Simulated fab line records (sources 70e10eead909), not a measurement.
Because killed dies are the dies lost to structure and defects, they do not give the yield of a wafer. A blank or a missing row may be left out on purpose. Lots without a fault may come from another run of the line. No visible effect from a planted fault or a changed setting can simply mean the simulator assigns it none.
What tool caused it?    flow nandHarc    13 lots, 37 wafers sampled, at 5 steps of a route of 1159

WHAT THE GAUGES READ, wafer by wafer
NHARC_END_SORT_01.
lot   measured      on         killedAtArray  killedAtOther  killedAtPeriphery  killedDies  killedOpen  killedShort
L104  day 21 02:13  prober-01  25 27 21       1 1 0          1 2 3              27 30 24    4 4 7       2 4 2
L102  day 21 10:20  prober-01  13 10 9        0 0 0          6 9 5              19 19 14    5 2 2       2 4 3
L111  day 22 03:26  prober-01  22 31 32       1 1 0          2 2 2              25 34 34    5 4 2       0 2 3
L112  day 23 16:32  prober-02  25 41 38       1 0 0          0 3 6              26 44 44    3 7 4       0 2 3
L113  day 24 00:22  prober-01  661 27         0 2            16 9               677 38      4 3         4 2
L117  day 24 14:53  prober-02  52 672         0 0            1 4                53 676      1 2         1 0

WHICH TOOL RAN EACH LOT (tool, then ch and the chambers of the sampled wafers, then the start)
lot   NHARC_A_STAIRCASE_ETCH_199                    NHARC_A_STAIRCASE_ETCH_203                    NHARC_A_STAIRCASE_ETCH_227         NHARC_A_STAIRCASE_TRIM_229
L997  rieDiel-05 ch 0,2, day 11 17:03 or earlier    rieDiel-05 ch 1,3, day 11 17:03 or earlier    rieDiel-12 ch 0,1,2, day 11 17:03  rieDiel-12 ch 0,1, day 11 17:19
L998  rieDiel-05 ch 1,2, day 11 17:29 or earlier    rieDiel-05 ch 1,2,3, day 11 17:29 or earlier  rieDiel-12 ch 0,3, day 11 17:29    rieDiel-02 ch 0,1,3, day 11 17:44
L100  rieDiel-05 ch 1,2,3, day 11 21:52 or earlier  rieDiel-05 ch 1,2,3, day 11 21:52 or earlier  rieDiel-12 ch 0,1,2, day 11 21:52  rieDiel-12 ch 0,2,3, day 11 22:03
L101  rieDiel-02 ch 0,1,2, day 12 08:04 or earlier  rieDiel-02 ch 1,2,3, day 12 08:04 or earlier  rieDiel-05 ch 1,2,3, day 12 08:04  rieDiel-05 ch 0,2,3, day 12 08:15
L104  rieDiel-12 ch 2,3, day 12 17:46 or earlier    rieDiel-12 ch 1,2, day 12 17:46 or earlier    rieDiel-02 ch 0,1,2, day 12 17:46  rieDiel-12 ch 2,3, day 12 17:56
L103  rieDiel-02 ch 0,3, day 12 19:02 or earlier    rieDiel-02 ch 0,1,2, day 12 19:02 or earlier  rieDiel-05 ch 0,2,3, day 12 19:02  rieDiel-05 ch 0,1,3, day 12 19:13
L102  rieDiel-12 ch 1,2,3, day 12 23:11 or earlier  rieDiel-12 ch 1,2,3, day 12 23:11 or earlier  rieDiel-05 ch 0,2,3, day 12 23:11  rieDiel-02 ch 0,1,2, day 12 23:23
L106  rieDiel-12 ch 0,1,3, day 13 14:11 or earlier  rieDiel-12 ch 0,1,3, day 13 14:11 or earlier  rieDiel-12 ch 0,1,3, day 13 14:11  rieDiel-12 ch 1,2,3, day 13 14:22
L111  rieDiel-02 ch 0,1,2, day 14 11:22 or earlier  rieDiel-02 ch 0,1,2, day 14 11:22 or earlier  rieDiel-12 ch 0,1, day 14 11:22    rieDiel-12 ch 0,1,3, day 14 11:35
L108  rieDiel-02 ch 1,2,3, day 14 12:11 or earlier  rieDiel-02 ch 0,2, day 14 12:11 or earlier    rieDiel-02 ch 1,2,3, day 14 12:11  rieDiel-12 ch 1,3, day 14 12:22
L112  rieDiel-05 ch 0,1,3, day 15 04:56 or earlier  rieDiel-05 ch 1,2,3, day 15 04:56 or earlier  rieDiel-02 ch 0,2,3, day 15 04:56  rieDiel-12 ch 0,1,3, day 15 05:11
L113  rieDiel-02 ch 2, day 15 05:43 or earlier      rieDiel-02 ch 0, day 15 05:43 or earlier      rieDiel-02 ch 0, day 15 05:43      rieDiel-02 ch 0,1, day 15 05:58
L117  rieDiel-12 ch 0,3, day 15 18:13 or earlier    rieDiel-12 ch 0,3, day 15 18:13 or earlier    rieDiel-02 ch 1,2, day 15 18:13    rieDiel-02 ch 0,1, day 15 18:25
- NHARC_A_STAIRCASE_ETCH_199: etches the open film in C4F8/O2, target depth 100 nm, time 40.5 s.
- NHARC_A_STAIRCASE_ETCH_203: etches the open film in C4F8/O2, target depth 100 nm, time 40.5 s.
- NHARC_A_STAIRCASE_ETCH_227: etches the open film in C4F8/O2, target depth 100 nm, time 40.5 s.
- NHARC_A_STAIRCASE_TRIM_229: chemistry O2, time 211.2 s.

AS READ BY THE TOOLS THEMSELVES (means over the sampled wafers that have a number; for cases with no such wafer, the mark the record gives instead)
NHARC_A_STAIRCASE_ETCH_199.
lot   tool        oesProductAu (a.u.)  rfVppV (V)  runLengthS (s)
L997  rieDiel-05  0.929                902         62.0
L998  rieDiel-05  0.936                901         61.8
L100  rieDiel-05  0.935                898         62.2
L101  rieDiel-02  0.952                891         62.2
L104  rieDiel-12  0.942                898         61.8
L103  rieDiel-02  0.949                889         62.1
L102  rieDiel-12  0.948                901         61.9
L106  rieDiel-12  0.946                904         61.9
L111  rieDiel-02  0.935                891         62.3
L108  rieDiel-02  0.932                889         62.2
L112  rieDiel-05  0.943                896         61.6
L113  rieDiel-02  0.939                894         62.3
L117  rieDiel-12  0.931                902         62.7

NHARC_A_STAIRCASE_ETCH_203.
lot   tool        oesProductAu (a.u.)  rfVppV (V)  runLengthS (s)
L997  rieDiel-05  0.941                896         61.8
L998  rieDiel-05  0.947                898         62.0
L100  rieDiel-05  0.930                898         62.0
L101  rieDiel-02  0.951                891         62.5
L104  rieDiel-12  0.929                899         61.1
L103  rieDiel-02  0.956                891         62.2
L102  rieDiel-12  0.940                901         61.6
L106  rieDiel-12  0.938                903         62.2
L111  rieDiel-02  0.936                890         62.3
L108  rieDiel-02  0.934                890         62.2
L112  rieDiel-05  0.947                898         61.8
L113  rieDiel-02  0.942                888         62.2
L117  rieDiel-12  0.926                904         62.1

NHARC_A_STAIRCASE_ETCH_227.
lot   tool        oesProductAu (a.u.)  rfVppV (V)  runLengthS (s)
L997  rieDiel-12  0.937                902         61.4
L998  rieDiel-12  0.929                903         62.5
L100  rieDiel-12  0.928                902         61.4
L101  rieDiel-05  0.947                898         62.1
L104  rieDiel-02  0.950                890         62.2
L103  rieDiel-05  0.940                899         61.8
L102  rieDiel-05  0.937                898         61.8
L106  rieDiel-12  0.933                903         62.1
L111  rieDiel-12  0.941                905         61.5
L108  rieDiel-02  0.944                891         62.5
L112  rieDiel-02  0.998                889         62.3
L113  rieDiel-02  0.938                888         56.7
L117  rieDiel-02  0.934                890         56.2

NHARC_A_STAIRCASE_TRIM_229.
lot   tool        drypumpMotorCurrentA (A)  oesProductAu (a.u.)  rfVppV (V)  showerheadPlenumPTorr (Torr)  throttleValvePct (%)
L997  rieDiel-12  5.8                       0.996                59.0        3.79                          17.047
L998  rieDiel-02  6.1                       1.006                57.1        3.32                          17.030
L100  rieDiel-12  5.7                       0.989                58.7        3.68                          17.044
L101  rieDiel-05  6.3                       1.000                58.4        3.60                          17.029
L104  rieDiel-12  5.7                       1.000                57.7        3.60                          17.035
L103  rieDiel-05  6.1                       1.000                57.7        3.55                          17.038
L102  rieDiel-02  5.8                       1.004                57.4        3.37                          17.041
L106  rieDiel-12  5.7                       1.000                58.4        3.66                          17.035
L111  rieDiel-12  5.7                       0.990                58.1        3.73                          17.032
L108  rieDiel-12  5.8                       0.989                57.6        3.72                          17.042
L112  rieDiel-12  5.7                       1.001                58.7        3.73                          17.034
L113  rieDiel-02  6.0                       1.011                57.0        3.31                          17.026
L117  rieDiel-02  6.0                       1.004                57.2        3.31                          17.042

THE ANSWER, worked out from the rows above alone
Rule: usual is defined by the lots themselves. Put in order of their means at a reading, lots are off if they are a third of the lots or fewer, leave a main group of 4 or more, and stand apart from it by a gap of 3 or more times the standard deviation of the main group's means; of several such gaps the widest counts. A main group is skipped when, at the precision printed for the reading in the tables above, its means are all equal. A lot without any number at a reading at which 4 lots or more have one is off too. Where the step has rows for the other lots, those lots are counted as sound. First the gauges in route order, then the tools' own readings, where a lot's mean is used as printed above. The first step at which some lot is off is used, and at that step the reading that is off furthest; a lot without a number counts as furthest.
Off: L113, L117 (NHARC_END_SORT_01, killedDies). Main group: mean 28, sd 7.5. Neither off nor sound, because the step has no rows for them: L997, L998, L100, L101, L103, L106, L108.
A tool fits if, at a process step before that reading, it ran every lot that is off, and no sound lot after the first of them. Not tried: the gauges at NHARC_END_SORT_01; whatever is off there is also off at NHARC_A_STAIRCASE_ETCH_227, on other tools, and gauge error can't account for it. With no start given for some of its lots, NHARC_A_STAIRCASE_ETCH_199 uses the hours and lot order of NHARC_A_STAIRCASE_ETCH_227. With no start given for some of its lots, NHARC_A_STAIRCASE_ETCH_203 uses the hours and lot order of NHARC_A_STAIRCASE_ETCH_227. One fits: rieDiel-02 at NHARC_A_STAIRCASE_ETCH_227 and NHARC_A_STAIRCASE_TRIM_229. At NHARC_A_STAIRCASE_ETCH_227 its last sound lot is L112 (day 15 04:56), its first lot that is off L113 (day 15 05:43): a fault that began between those two fits.
The tool's own readings at NHARC_A_STAIRCASE_ETCH_227 bear it out: on the lots that are off they differ by more than 5 times the standard deviation of the sound lots' means. runLengthS reads 56.5 s there against 62.0 s on the sound lots.

WHAT THE SIMULATOR HAD PUT IN
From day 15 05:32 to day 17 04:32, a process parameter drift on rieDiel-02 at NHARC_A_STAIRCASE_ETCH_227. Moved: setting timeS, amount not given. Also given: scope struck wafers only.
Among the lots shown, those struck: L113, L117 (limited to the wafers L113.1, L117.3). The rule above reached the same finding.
